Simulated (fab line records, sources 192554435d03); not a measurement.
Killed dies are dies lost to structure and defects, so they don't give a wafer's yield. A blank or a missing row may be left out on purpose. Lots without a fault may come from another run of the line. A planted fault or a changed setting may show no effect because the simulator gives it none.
fab line records | flow n5_finfet
record lots=7 wafers=19 last_day=17
route steps=1938 shown BEOL_M1@785 BEOL_M4@1111 PASSIVATION@1936
lots that met no fault: from a run of the same line without faults
start_h: hours from the record's first day to the start of the lot's first wafer shown | wait_h: hours since the lot's step before | " the same as in the row above | L1.1+2: a row that stands for several wafers | - no value, or no start given | * or withheld: withheld | < > ~ a bound
route shown NAME@n: a module of which the file shows steps, and the number in the route of the first | usual: mean/standard deviation of fault-free wafers | same: alike in all rows | chamber/n: place in a boat | sites: the reading at each site | _std_site: their standard deviation | _edge_site: outer sites' mean less inner sites' | radius_mm: how far each site lies from the wafer's centre | mask NAME#n: copy n | behind: the tool/chamber that last shaped the wafer | hold: why the lot was held/for how many hours/how that ended | device: the transistor (n, p or np) that didn't switch | end of line: the same wafers' tests at the end of the route | a step without rows: its recipe alone | killed: dies lost to structure and defects at the first sort, not the wafer's yield | map: a wafer's dies, x killed, . not, _ none there
set.NAME: the setting as run; set.NAME@STEP: as run at that earlier step | model.NAME: the simulator's own value behind a step, which no gauge read
lots at some steps of the route; a table a step, a row a wafer
services: from which hour (start_h, from the record's first day; less than 0 if before it) a tool's chamber was out of use, for how many hours, and why
## steps
# step N5_BEOL_M1_DEVELOP_27
# recipe develop_time_s=30 developer=TMAH resist=CAR-EUV rinse_liquid=surfactant_rinse dry=air_spin dev_temp_c=23
# step N5_BEOL_M1_CD_MEAS_28
# recipe landing_energy_ev=500 detector=se_inlens target_cd_y_nm=23.3
# usual cd_nm=24.10/0.26
# columns lot.wafer tool chamber start_h wait_h cd_nm
L902.1 cd_sem-01 0 127.90 - 23.92
L902.2 " 0 " " 24.21
L902.5 " 0 " " 24.09
L905.2 cd_sem-03 0 146.05 - 24.52
L905.4 " 0 " " 24.23
L905.6 " 0 " " 24.42
L909.2 cd_sem-03 0 176.74 - 24.66
L909.3 " 0 " " 23.77
L912.2 cd_sem-03 0 203.64 - 23.81
L912.4 " 0 " " 24.14
L912.5 " 0 " " 24.09
L913.2 cd_sem-03 0 209.47 - 24.01
L913.5 " 0 " " 24.34
L922.2 cd_sem-02 0 247.94 - 24.27
L922.3 " 0 " " 24.01
L922.5 " 0 " " 23.85
L924.2 cd_sem-02 0 268.33 - 24.06
L924.4 " 0 " " 24.14
L924.5 " 0 " " 23.74
# step N5_BEOL_M1_OVL_MEAS_29
# recipe points_per_wafer=522
# usual V0_OVL=0.1/0.7
# columns lot.wafer tool chamber start_h wait_h V0_OVL[nm]
L902.1 overlay-01 0 127.93 0.0 1.9
L902.2 " 0 " " 0.0
L902.5 " 0 " " 0.7
L905.2 overlay-02 0 146.08 0.0 0.5
L905.4 " 0 " " 0.6
L905.6 " 0 " " 0.4
L909.2 overlay-01 0 176.77 0.0 0.8
L909.3 " 0 " " -0.1
L912.2 overlay-01 0 203.67 0.0 -0.8
L912.4 " 0 " " -0.7
L912.5 " 0 " " 0.4
L913.2 overlay-01 0 209.50 0.0 0.2
L913.5 " 0 " " -0.4
L922.2 overlay-02 0 247.98 0.0 0.7
L922.3 " 0 " " 0.8
L922.5 " 0 " " -0.1
L924.2 overlay-01 0 268.37 0.0 0.7
L924.4 " 0 " " 0.0
L924.5 " 0 " " -0.7
# step N5_BEOL_M1_INSPECT_30
# recipe mode=adi inspect_instrument=brightfield
# usual raw_defect_count=423/110
# columns lot.wafer tool chamber start_h wait_h raw_defect_count
L902.1 defect_inspect-01 - 127.99 0.1 535
L902.2 " - " " 642
L902.5 " - " " 418
L905.2 defect_inspect-02 - 146.13 0.0 333
L905.4 " - " " 437
L905.6 " - " " 419
L909.2 defect_inspect-02 - 176.83 0.0 508
L909.3 " - " " 433
L912.2 defect_inspect-01 - 203.73 0.0 533
L912.4 " - " " 463
L912.5 " - " " 620
L913.2 defect_inspect-01 - 209.56 0.0 339
L913.5 " - " " 362
L922.2 defect_inspect-01 - 248.03 0.0 470
L922.3 " - " " 404
L922.5 " - " " 393
L924.2 defect_inspect-02 - 268.42 0.0 453
L924.4 " - " " 450
L924.5 " - " " 443
# step N5_BEOL_M1_DESCUM_33
# recipe chemistry=O2 time_s=7 source_power_w=50 bias_power_w=20 pressure_mtorr=20 rf_frequency_hz=2.712e+07 temp_c=40 resist=CAR-EUV o2_flow_sccm=225
# usual drypump_motor_current_A=5.5/0.33 oes_product_au=0.78/0.071 rf_vpp_V=243.4/1.4 showerhead_plenum_p_Torr=2.12/0.07 throttle_valve_pct=20.51/0.21
# same time_s=7
# columns lot.wafer tool chamber start_h wait_h drypump_motor_current_A oes_product_au rf_hours_counter_h rf_vpp_V showerhead_plenum_p_Torr throttle_valve_pct
L902.1 rie_diel-04 1 128.14 0.1 5.0 0.69 211 244.3 2.06 20.64
L902.2 " 2 " " 5.7 0.73 149 240.9 2.02 20.40
L902.5 " 2 " " 5.7 0.73 - 242.7 2.02 20.39
L905.2 rie_diel-04 3 146.54 0.4 5.4 0.73 185 243.2 2.19 20.58
L905.4 " 0 " " 5.6 0.87 42 241.8 2.07 20.51
L905.6 " 0 " " 5.6 0.87 - 244.7 2.07 20.50
L909.2 rie_diel-06 0 176.86 0.0 5.6 0.75 155 243.9 2.17 20.45
L909.3 " 2 " " 6.1 0.76 128 242.7 2.11 20.47
L912.2 rie_diel-02 2 203.76 0.0 5.8 0.93 19 243.7 2.06 20.14
L912.4 " 1 " " 6.0 0.72 209 243.5 2.10 20.78
L912.5 " 3 " " 5.7 0.87 - 245.6 2.24 20.78
L913.2 rie_diel-02 3 209.59 0.0 5.7 0.88 48 244.2 2.24 20.77
L913.5 " 3 " " 5.7 0.87 - 244.8 2.24 20.78
L922.2 rie_diel-06 3 248.07 0.0 5.2 0.86 58 244.4 2.20 20.10
L922.3 " 1 " " 5.4 0.83 82 241.7 2.03 20.65
L922.5 " 3 " " 5.2 0.85 - 245.9 2.20 20.08
L924.2 rie_diel-04 0 268.45 0.0 5.6 0.82 77 242.6 2.06 20.56
L924.4 " 2 " " 5.7 0.71 193 241.9 2.00 20.48
L924.5 " 3 " " 5.4 0.71 - 244.8 2.18 20.65
# step N5_BEOL_M1_ETCH_77
# recipe chemistry=N2/H2 target=underlayer target_depth_a=65 mask_material=CAR-EUV time_s=5.2 ion_energy_ev=200 pressure_mtorr=30 source_w=840 bias_w=150 n2_flow_sccm=200 h2_flow_sccm=200 ends=cleared
# usual bias_w=150.0/0.42 drypump_motor_current_A=5.5/0.34 etch_rf_on_time_s=5.18/0.14 oes_product_au=0.67/0.064 rf_vpp_V=524.4/2.8 showerhead_plenum_p_Torr=2.57/0.098 throttle_valve_pct=17.94/0.21
# columns lot.wafer tool chamber start_h wait_h bias_w drypump_motor_current_A etch_rf_on_time_s oes_product_au rf_hours_counter_h rf_vpp_V showerhead_plenum_p_Torr throttle_valve_pct
L902.1 rie_diel-04 1 128.17 0.0 149.7 5.0 5.48 0.58 211 522.2 2.51 18.07
L902.2 " 2 " " 150.5 5.7 5.38 0.62 149 522.1 2.43 17.70
L902.5 " 2 " " 150.3 5.7 5.38 0.62 - 520.6 2.43 17.68
L905.2 rie_diel-04 3 146.58 0.0 150.9 5.4 5.19 0.62 185 527.6 2.64 17.96
L905.4 " 0 " " 150.3 5.7 5.33 0.75 42 521.8 2.49 17.76
L905.6 " 0 " " 150.2 5.7 5.34 0.74 - 522.4 2.49 17.75
L909.2 rie_diel-06 0 176.89 0.0 150.1 5.6 5.02 0.64 155 527.6 2.67 18.07
L909.3 " 2 " " 149.8 6.1 5.18 0.66 128 525.9 2.56 17.91
L912.2 rie_diel-02 2 203.79 0.0 149.7 5.8 5.03 0.81 19 521.8 2.48 17.41
L912.4 " 1 " " 149.0 6.0 5.15 0.61 209 521.1 2.50 17.93
L912.5 " 3 " " 149.1 5.7 5.13 0.75 - 529.3 2.71 18.26
L913.2 rie_diel-02 3 209.62 0.0 150.4 5.7 5.06 0.76 48 528.2 2.70 18.24
L913.5 " 3 " " 149.9 5.7 5.07 0.76 - 529.3 2.71 18.25
L922.2 rie_diel-06 3 248.10 0.0 149.9 5.2 5.19 0.72 58 529.8 2.71 17.75
L922.3 " 1 " " 150.2 5.4 4.98 0.71 82 519.8 2.46 18.04
L922.5 " 3 " " 149.4 5.2 5.11 0.71 - 529.4 2.71 17.72
L924.2 rie_diel-04 0 268.49 0.0 149.8 5.6 5.33 0.70 77 521.5 2.47 17.84
L924.4 " 2 " " 150.0 5.7 5.29 0.61 193 518.1 2.41 17.77
L924.5 " 3 " " 150.2 5.4 5.21 0.61 - 526.8 2.63 18.00
# step N5_BEOL_M1_ETCH_69
# recipe chemistry=CF4 target=SiARC target_depth_a=156 mask_material=CAR-EUV time_s=26 ion_energy_ev=80 pressure_mtorr=40 source_w=545 bias_w=36 Ar_flow_sccm=100 cf4_flow_sccm=100 ends=cleared
# usual bias_w=35.98/0.12 drypump_motor_current_A=5.5/0.34 etch_rf_on_time_s=26.0/0.77 oes_product_au=0.67/0.063 rf_vpp_V=184.4/1.1 showerhead_plenum_p_Torr=2.16/0.067 throttle_valve_pct=15.66/0.2
# columns lot.wafer tool chamber start_h wait_h bias_w drypump_motor_current_A etch_rf_on_time_s oes_product_au rf_hours_counter_h rf_vpp_V showerhead_plenum_p_Torr throttle_valve_pct
L902.1 rie_diel-04 1 128.19 0.0 35.72 5.0 27.8 0.58 211 185.3 2.11 15.81
L902.2 " 2 " " 35.93 5.7 26.8 0.62 149 183.5 2.06 15.61
L902.5 " 2 " " 35.91 5.7 27.0 0.62 - 182.9 2.06 15.58
L905.2 rie_diel-04 3 146.59 0.0 35.83 5.4 25.5 0.63 185 185.9 2.22 15.77
L905.4 " 0 " " 36.13 5.7 26.5 0.74 42 184.3 2.11 15.49
L905.6 " 0 " " 35.99 5.7 26.9 0.74 - 182.9 2.11 15.49
L909.2 rie_diel-06 0 176.91 0.0 36.04 5.6 25.2 0.64 155 185.6 2.23 15.65
L909.3 " 2 " " 35.72 6.1 25.6 0.66 128 185.1 2.14 15.61
L912.2 rie_diel-02 2 203.81 0.0 36.13 5.8 25.0 0.81 19 184.6 2.10 15.17
L912.4 " 1 " " 36.13 6.0 26.0 0.60 209 183.3 2.13 15.82
L912.5 " 3 " " 35.96 5.7 25.6 0.75 - 185.6 2.25 15.74
L913.2 rie_diel-02 3 209.64 0.0 35.89 5.7 25.8 0.74 48 184.2 2.25 15.75
L913.5 " 3 " " 35.81 5.7 25.6 0.76 - 185.4 2.25 15.75
L922.2 rie_diel-06 3 248.12 0.0 36.00 5.2 26.2 0.71 58 186.9 2.25 15.34
L922.3 " 1 " " 36.09 5.4 25.2 0.71 82 182.5 2.09 15.82
L922.5 " 3 " " 36.22 5.2 26.0 0.71 - 185.3 2.25 15.34
L924.2 rie_diel-04 0 268.50 0.0 35.95 5.6 27.5 0.69 77 183.6 2.10 15.58
L924.4 " 2 " " 35.78 5.7 26.7 0.60 193 182.7 2.05 15.68
L924.5 " 3 " " 35.97 5.4 26.1 0.60 - 185.6 2.21 15.84
# step N5_BEOL_M1_ALD_98
# recipe material=SiO2 target_thk_a=25 temp_c=100 ald_precursor_family=BDEAS ald_co_reactant=O2-plasma pulse_time_s=1 co_reactant_pulse_time_s=1 purge_time_s=2 co_reactant_purge_time_s=2 ald_cycles=17 pressure_torr=2
# step N5_BEOL_M1_ETCHBACK_99
# recipe chemistry=CHF3 target=SiO2 target_depth_a=50 time_s=10.4 source_w=215 bias_w=47 Ar_flow_sccm=200 CHF3_flow_sccm=12 ion_energy_ev=100 pressure_mtorr=30
# usual bias_w=47.02/0.14 drypump_motor_current_A=5.6/0.38 oes_product_au=0.78/0.094 rf_vpp_V=245/7.6 showerhead_plenum_p_Torr=2.15/0.065 throttle_valve_pct=17.12/0.21
# same time_s=10.4
# columns lot.wafer tool chamber start_h wait_h bias_w drypump_motor_current_A oes_product_au rf_hours_counter_h rf_vpp_V showerhead_plenum_p_Torr throttle_valve_pct
L902.1 rie_diel-02 1 130.30 2.0 47.19 5.9 0.72 186 257 2.13 17.12
L902.2 " 0 " " 47.16 4.8 0.68 220 246 2.16 17.52
L902.5 " 1 " " 47.16 6.0 0.72 - 257 2.13 17.12
L905.2 rie_diel-04 1 148.13 0.7 46.94 4.9 0.68 216 254 2.12 17.31
L905.4 " 0 " " 46.98 5.7 0.87 42 248 2.12 16.99
L905.6 " 0 " " 47.14 5.6 0.87 - 249 2.12 16.98
L909.2 rie_diel-04 3 179.67 2.6 47.03 5.4 0.72 196 239 2.23 17.19
L909.3 " 2 " " 47.01 5.7 0.72 164 236 2.05 17.03
L912.2 rie_diel-04 3 207.23 3.3 47.16 5.4 0.70 205 236 2.23 17.21
L912.4 " 2 " " 46.92 5.7 0.72 172 236 2.05 17.02
L912.5 " 3 " " 46.79 5.4 0.70 - 237 2.23 17.23
L913.2 rie_diel-04 0 211.87 1.9 46.90 5.6 0.84 63 249 2.11 17.03
L913.5 " 2 " " 47.21 5.7 0.72 - 237 2.05 17.04
L922.2 rie_diel-06 2 250.53 2.2 47.19 6.1 0.77 150 244 2.12 16.94
L922.3 " 1 " " 47.03 5.4 0.83 83 242 2.10 17.33
L922.5 " 1 " " 47.02 5.4 0.83 - 244 2.10 17.32
L924.2 rie_diel-06 0 276.39 7.8 47.01 5.5 0.73 183 236 2.24 17.22
L924.4 " 2 " " 47.05 6.1 0.77 - 244 2.12 16.94
L924.5 " 1 " " 47.23 5.4 0.83 - 244 2.10 17.33
# step N5_BEOL_M1_ETCH_70
# recipe chemistry=N2/H2 target=SOC target_depth_a=800 overetch_a=160 mask_material=SiARC temp_c=40 time_s=120 ion_energy_ev=200 pressure_mtorr=30 source_w=840 bias_w=150 n2_flow_sccm=200 h2_flow_sccm=200
# usual bias_w=150.0/0.38 drypump_motor_current_A=5.6/0.39 oes_product_au=0.60/0.067 rf_vpp_V=523.9/2.5 showerhead_plenum_p_Torr=2.54/0.093 throttle_valve_pct=17.89/0.27
# same time_s=120
# columns lot.wafer tool chamber start_h wait_h bias_w drypump_motor_current_A oes_product_au rf_hours_counter_h rf_vpp_V showerhead_plenum_p_Torr throttle_valve_pct
L902.1 rie_diel-02 1 130.33 0.0 149.6 6.0 0.55 186 522.3 2.51 17.84
L902.2 " 0 " " 150.2 4.8 0.54 220 523.2 2.53 18.27
L902.5 " 1 " " 150.2 6.0 0.55 - 523.2 2.51 17.84
L905.2 rie_diel-04 1 148.17 0.0 149.6 5.0 0.54 216 523.4 2.51 18.03
L905.4 " 0 " " 150.1 5.6 0.67 42 521.6 2.49 17.73
L905.6 " 0 " " 149.8 5.6 0.68 - 521.9 2.49 17.72
L909.2 rie_diel-04 3 179.71 0.0 150.1 5.4 0.55 196 526.5 2.64 17.93
L909.3 " 2 " " 149.8 5.7 0.56 164 521.7 2.42 17.68
L912.2 rie_diel-04 3 207.27 0.0 150.2 5.4 0.55 205 526.1 2.63 17.94
L912.4 " 2 " " 150.3 5.7 0.55 172 520.9 2.42 17.68
L912.5 " 3 " " 149.6 5.4 0.55 - 526.1 2.63 17.95
L913.2 rie_diel-04 0 211.91 0.0 150.0 5.6 0.65 63 522.8 2.48 17.75
L913.5 " 2 " " 150.5 5.7 0.55 - 519.3 2.42 17.69
L922.2 rie_diel-06 2 250.57 0.0 149.5 6.1 0.58 150 522.0 2.55 17.93
L922.3 " 1 " " 149.5 5.4 0.61 83 521.2 2.46 18.02
L922.5 " 1 " " 149.2 5.4 0.62 - 521.9 2.46 17.99
L924.2 rie_diel-06 0 276.42 0.0 149.7 5.6 0.55 183 526.2 2.65 18.06
L924.4 " 2 " " 149.9 6.1 0.57 - 523.3 2.55 17.93
L924.5 " 1 " " 150.1 5.4 0.62 - 522.8 2.46 18.00
# step N5_BEOL_M1_STRIP_71
# recipe chemistry=N2/H2 temp_c=40 n2_flow_sccm=200 h2_flow_sccm=200 rf_frequency_hz=6e+07
# step N5_BEOL_M1_STRIP_78
# recipe chemistry=N2/H2 temp_c=40 n2_flow_sccm=200 h2_flow_sccm=200 rf_frequency_hz=6e+07
# step N5_BEOL_M1_VIA_ETCH_34
# recipe chemistry=C4F6/O2 target_depth_a=678 mask_material=SOC pressure_mtorr=15 ion_energy_ev=250 taper_deg=4 time_s=64.4 source_w=350 bias_w=170 Ar_flow_sccm=300 C4F6_flow_sccm=10 O2_flow_sccm=10
# usual bias_w=169.9/0.54 drypump_motor_current_A=5.6/0.39 oes_product_au=0.78/0.093 rf_vpp_V=677/20 showerhead_plenum_p_Torr=2.84/0.082 throttle_valve_pct=30.80/0.29
# same time_s=64.4
# columns lot.wafer tool chamber start_h wait_h bias_w drypump_motor_current_A oes_product_au rf_hours_counter_h rf_vpp_V showerhead_plenum_p_Torr throttle_valve_pct model.etch.depth_nm model.SOC_of_BEOL_M1_COAT_67.thk_nm model.BEOL_M1.cd_nm
L902.1 rie_diel-02 1 130.43 0.0 168.7 6.0 0.73 186 710 2.81 30.67 68.49 52 17.8
L902.2 " 0 " " 170.2 4.8 0.69 220 680 2.85 31.45 66.01 52.4 17.6
L902.5 " 1 " " 170.0 6.0 0.73 - 711 2.81 30.68 68.8 52.2 17.8
L905.2 rie_diel-04 1 148.27 0.0 169.6 5.0 0.68 216 701 2.80 30.97 64.26 52.4 18.2
L905.4 " 0 " " 170.4 5.7 0.86 42 686 2.80 30.96 65.29 52 18.4
L905.6 " 0 " " 169.7 5.6 0.86 - 687 2.80 30.98 65.79 52 18.2
L909.2 rie_diel-04 3 179.81 0.0 169.7 5.4 1.00 196 657 2.94 30.71 110.5 46.6 19
L909.3 " 2 " " 169.5 5.7 0.73 164 655 2.72 30.48 66.75 52.2 18.4
L912.2 rie_diel-04 3 207.37 0.0 170.7 5.4 0.97 205 656 2.94 30.71 107.9 46.8 18.8
L912.4 " 2 " " 169.2 5.7 0.72 172 655 2.72 30.47 66.2 52.2 18
L912.5 " 3 " " 171.1 5.4 0.98 - 657 2.94 30.72 108.3 47 18.8
L913.2 rie_diel-04 0 212.01 0.0 170.0 5.6 1.18 63 685 2.79 31.09 110.3 47 18.4
L913.5 " 2 " " 169.6 5.7 1.00 - 655 2.72 30.54 109 47 18.8
L922.2 rie_diel-06 2 250.67 0.0 169.7 6.1 0.76 150 675 2.80 30.33 69.52 51.8 18.4
L922.3 " 1 " " 170.8 5.4 0.82 83 671 2.77 31.19 69.13 51.4 18.4
L922.5 " 1 " " 169.9 5.4 0.84 - 673 2.77 31.18 69.85 51.4 18.2
L924.2 rie_diel-06 0 276.52 0.0 169.3 5.5 0.73 183 658 2.96 31.08 69.6 51.8 18
L924.4 " 2 " " 169.3 6.1 0.77 - 675 2.80 30.36 69.99 52 18.4
L924.5 " 1 " " 169.4 5.4 0.83 - 672 2.77 31.20 70.47 51.6 18.2
# step N5_BEOL_M1_STRIP_83
# recipe chemistry=C4F6/O2 resist=SiARC rf_frequency_hz=6e+07
# step N5_BEOL_M4_RC_MEAS_101
# usual DIBL_N=37.5/2.5 DIBL_P=38/3.1 IOFF_N=0.19/0.059 IOFF_P=0.24/0.061 ION_N=679/16 ION_P=465/9.8 SS_N=72.0/0.8 SS_P=73.7/0.86 VT_N=248/4.5 VT_P=-249/3.5
# columns lot.wafer tool chamber start_h wait_h DIBL_N[mV/V] DIBL_P[mV/V] IOFF_N[nA/um] IOFF_P[nA/um] ION_N[uA/um] ION_P[uA/um] SS_N[mV/dec] SS_P[mV/dec] VT_N[mV] VT_P[mV]
L902.1 prober-02 0 169.76 0.0 37.1 39 0.19 0.25 682 466 71.6 73.0 248 -248
L902.2 " 0 " " 33.9 35 0.13 0.19 666 461 71.2 72.9 255 -249
L902.5 " 0 " " 38.0 40 0.21 0.28 687 466 72.3 73.5 247 -247
L905.2 prober-02 0 188.73 0.2 38.9 40 0.23 0.30 696 482 72.1 75.0 243 -243
L905.4 " 0 " " 41.6 43 0.28 0.39 689 470 72.6 75.5 242 -244
L905.6 " 0 " " 37.1 36 0.17 0.23 676 466 71.8 73.8 247 -248
L909.2 prober-01 0 237.33 0.3 40.9 42 0.24 0.29 709 475 72.3 74.6 245 -246
L909.3 " 0 " " 38.2 40 0.16 0.25 674 468 71.6 74.8 251 -248
L912.2 prober-02 0 252.21 0.2 41.4 44 0.33 0.39 689 473 73.4 75.0 238 -242
L912.4 " 0 " " 39.5 39 0.23 0.26 687 466 72.6 72.7 246 -245
L912.5 " 0 " " 39.4 41 0.23 0.28 679 467 72.1 73.8 243 -246
L913.2 prober-02 0 253.39 0.2 37.7 38 0.20 0.22 663 450 71.7 73.8 244 -250
L913.5 " 0 " " 35.4 35 0.16 0.18 665 454 72.1 73.3 249 -255
L922.2 prober-01 0 310.58 0.2 43.1 44 0.36 0.33 707 474 73.5 74.9 239 -246
L922.3 " 0 " " 38.4 39 0.19 0.22 678 460 71.5 74.5 250 -252
L922.5 " 0 " " 38.9 38 0.22 0.23 681 459 72.7 74.1 247 -251
L924.2 prober-02 0 317.28 0.2 30.9 31 0.10 0.14 652 455 71.1 71.5 255 -251
L924.4 " 0 " " 37.6 40 0.22 0.30 704 479 72.7 73.4 244 -245
L924.5 " 0 " " 32.4 35 0.13 0.20 667 470 71.5 73.3 251 -252
# step N5_PASSIVATION_PROBE_49
# usual defect_limited_yield=91.0/1.4 killed_at_M0_to_M3=35/10 killed_at_M4_up=14/5.5 killed_at_contacts=13/5.6 killed_at_front_end=41/11 killed_at_other=4/3.4 killed_dies=106/16 killed_open=68/12 killed_short=35/7.3 sort_bin_4_leakage=0.3/2.1 sort_bin_5_function=5.3/0.89 sort_bin_6_memory=3.4/0.67 sort_bin_8_speed=0.01/0.11 sort_n_pass=1070/28 sort_yield_pct=90.7/2.4
# same gross_dies=1180 killed_at_back_side=0
# columns lot.wafer tool chamber start_h wait_h defect_limited_yield[%] killed_at_M0_to_M3 killed_at_M4_up killed_at_contacts killed_at_front_end killed_at_other killed_dies killed_open killed_short sort_bin_4_leakage[%] sort_bin_5_function[%] sort_bin_6_memory[%] sort_bin_8_speed[%] sort_n_pass sort_yield_pct[%]
L909.2 prober-02 - 350.57 0.1 92.5 34 11 12 32 0 89 57 32 0 4.8 2.2 0 1091 92.5
L909.3 prober-02 - 350.62 0.1 89.3 42 15 4 60 5 126 78 46 0 6.0 3.7 0 1054 89.3
# killed by level:class
L909.2 BEOL_M1:geometric_particle:open=10 BEOL_M0_SAQP:geometric_particle:short=10 MOL_CONTACT_COAG:geometric_particle:open=9 FIN_SAQP:geometric_particle:short=8 FIN_SAQP:geometric_particle:open=7 STI_FIN_REVEAL:geometric_particle:open=6 BEOL_M0_SAQP:geometric_particle:open=6 BEOL_M2:geometric_particle:open=5
L909.3 STI_FIN_REVEAL:geometric_particle:open=13 BEOL_M1:geometric_particle:open=12 FIN_SAQP:geometric_particle:open=11 FIN_SAQP:geometric_particle:short=11 BEOL_M0_SAQP:geometric_particle:short=10 DUMMY_GATE:geometric_particle:open=6 BEOL_M0_SAQP:geometric_particle:open=6 BEOL_M2:geometric_particle:open=6
## services
# columns tool chamber start_h hours kind
rie_diel-02 2 112.20 - clean
rie_diel-02 2 112.20 - consumable_replace:focus_ring
rie_diel-02 2 112.20 20.4 scheduled_down
rie_diel-02 2 112.20 20.4 vent_cycle
rie_diel-04 - 115.63 0.3 repair
rie_diel-06 3 176.37 19.3 repair
rie_diel-04 0 222.79 11.3 repair
rie_diel-04 2 228.08 2.4 repair
rie_diel-02 0 234.65 - clean
rie_diel-02 0 234.65 - consumable_replace:focus_ring
rie_diel-02 0 234.65 19.3 scheduled_down
rie_diel-02 0 234.65 19.3 vent_cycle
rie_diel-04 1 249.86 - clean
rie_diel-04 1 249.86 - consumable_replace:focus_ring
rie_diel-04 1 249.86 12.2 scheduled_down
rie_diel-04 1 249.86 12.2 vent_cycle
## key
first_sign step=N5_BEOL_M1_VIA_ETCH_34 reading=oes_product_au direction=up sigmas=2.6 usual=0.78 struck=1.03
effect none on later readings
model_effect step=N5_BEOL_M1_VIA_ETCH_34 value=etch.depth_nm without=66.78 struck=109.2
met_at N5_BEOL_M1_VIA_ETCH_34
struck_wafers L909.2,L912.2,L912.5,L913.2,L913.5
onset_between 148.27 179.81
fault kind=process_parameter_drift tool=rie_diel-04 chamber=- onset_h=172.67 steps=N5_BEOL_M1_VIA_ETCH_34 channel=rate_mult offset=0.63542 shape=step end_h=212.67 scope=struck_wafers_only
